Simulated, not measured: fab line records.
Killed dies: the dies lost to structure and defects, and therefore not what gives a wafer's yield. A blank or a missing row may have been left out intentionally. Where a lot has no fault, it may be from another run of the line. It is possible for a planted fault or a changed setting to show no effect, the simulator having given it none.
Matching of chambers -- flow n5 finfet -- 4 sister chambers for N5_HKMG_FIN_ALD_75 on ald hk-01
The step deposits Al2O3, target thk 1 nm, co reactant pulse time 1 s. 16 wafers are shown with their chamber, then 8 later ones without.

WAFERS WITH THEIR CHAMBER
wafer,chamber,heater power w (W),precursor pulse height rel
L077.1,0,151,1.005
L077.2,2,136,0.996
L077.5,3,162,0.992
L079.1,1,136,0.983
L079.2,2,139,0.992
L079.3,0,146,0.997
L080.1,2,134,0.942
L080.3,3,158,0.971
L080.4,1,137,0.982
L082.1,2,135,0.959
L082.2,1,140,0.965
L082.5,2,136,0.996
L086.1,1,139,0.992
L086.2,0,152,0.990
L086.4,3,157,0.977
L088.1,0,150,1.019

SIGNATURES, as means of the wafers listed above
reading,chamber 0,chamber 1,chamber 2,chamber 3,scatter within a chamber
heater power w,149.75,138.00,136.00,159.00,2.21
precursor pulse height rel,1.00275,0.98050,0.97700,0.98000,0.0173
Rule: a wafer lies at a distance from a chamber equal to the root of the sum of squares, over the readings, of (its reading less the chamber's mean, divided by the reading's scatter). If the next closest chamber is less than 2 further off than the closest, the wafer can't be placed; otherwise it belongs to the closest. How the scatter is found: for the shown wafers, subtract from each reading the mean of its chamber, square and add these, divide the total by (wafers less chambers), then take the root.

WAFERS MISSING THEIR CHAMBER
wafer,heater power w (W),precursor pulse height rel
L088.2,157,0.981
L088.4,143,1.012
L089.1,163,1.029
L089.3,150,0.981
L089.5,138,1.006
L090.1,135,1.015
L090.2,152,1.028
L090.4,136,0.939

THE CHAMBER EACH PASSED THROUGH
wafer,from the rows above,in truth
L088.2,3,3
L088.4,can't be placed: 1 or 0 or 2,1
L089.1,3,3
L089.3,0,0
L089.5,can't be placed: 1 or 2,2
L090.1,can't be placed: 2 or 1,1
L090.2,0,0
L090.4,can't be placed: 2 or 1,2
4 of 8 placed correctly. Unplaceable from these rows: 4, with the true chamber sitting among the candidates in 4. Wrongly placed: 0.
